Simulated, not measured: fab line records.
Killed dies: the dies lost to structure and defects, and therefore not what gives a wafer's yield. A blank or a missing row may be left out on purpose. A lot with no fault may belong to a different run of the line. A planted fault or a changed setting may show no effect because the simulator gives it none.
Matching of chambers    flow n5 finfet    4 sister chambers for N5_ILD0_CMP_03 on cmp-02
The step polishes, stops on SiNx, t overpolish 1.9 s, target thk 197.38 nm. 20 wafers are shown with their chamber, then 10 later ones without.

## WAFERS WITH THEIR CHAMBER
wafer   chamber  motor current A (A)  time to endpoint s (s)  overpolish run s (s)
L074.1  2        13.2                 71                      1.898
L074.2  1        10.7                 69                      1.908
L074.3  3        11.5                 73                      1.910
L077.2  3        12.7                 77                      1.904
L077.3  2        12.0                 76                      1.887
L077.6  2        12.6                 74                      1.883
L078.2  1        11.2                 71                      1.893
L078.5  0        11.8                 75                      1.900
L078.6  3        12.9                 79                      1.893
L082.1  2        12.8                 73                      1.892
L082.2  3        12.0                 75                      1.886
L082.6  0        11.1                 76                      1.906
L084.1  3        11.7                 74                      1.916
L084.2  0        11.5                 70                      1.907
L084.5  3        12.5                 75                      1.899
L087.1  2        12.9                 70                      1.907
L087.5  1        10.8                 68                      1.898
L087.6  0        11.8                 67                      1.899
L091.3  2        13.5                 72                      1.901
L091.4  3        11.8                 71                      1.890

SIGNATURES (averages over the wafers above)
reading             chamber 0  chamber 1  chamber 2  chamber 3  scatter within a chamber
motor current A     11.550     10.900     12.833     12.157     0.472
time to endpoint s  72.00      69.33      72.67      74.86      2.77
overpolish run s    1.90300    1.89967    1.89467    1.89971    0.00898
Rule: for a wafer and a chamber, the distance is found by dividing, reading by reading, the gap between the wafer's reading and the chamber's mean by the reading's scatter, squaring, summing and taking the root. The wafer belongs to the nearest chamber; if the next one is less than 2 further off, it can't be placed. The scatter: the root of (the sum of the squares of (reading less its chamber's mean) over the shown wafers, divided by (wafers less chambers)).

## WAFERS WITH NO CHAMBER GIVEN
wafer   motor current A (A)  time to endpoint s (s)  overpolish run s (s)
L091.5  12.4                 73                      1.902
L092.1  12.8                 71                      1.907
L092.3  11.7                 70                      1.893
L092.5  11.1                 72                      1.920
L094.1  11.7                 73                      1.920
L094.2  11.9                 73                      1.903
L094.4  13.5                 71                      1.893
L096.1  12.6                 71                      1.913
L096.2  12.0                 75                      1.899
L096.3  12.6                 79                      1.898

## EACH ONE'S CHAMBER
wafer   from the rows above                in truth
L091.5  can't be placed: 3 or 2 or 0       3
L092.1  can't be placed: 2 or 3 or 0       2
L092.3  can't be placed: 0 or 1 or 3 or 2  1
L092.5  can't be placed: 0 or 1 or 3       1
L094.1  can't be placed: 0 or 3 or 1 or 2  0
L094.2  can't be placed: 0 or 3 or 2 or 1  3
L094.4  can't be placed: 2 or 3            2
L096.1  can't be placed: 2 or 3 or 0 or 1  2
L096.2  can't be placed: 3 or 0 or 2       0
L096.3  can't be placed: 3 or 2 or 0       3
Correct placement for 0 of the 10. Cannot be placed on the basis of these rows: 10; the candidates contain the true chamber in 10. Number placed wrongly: 0.
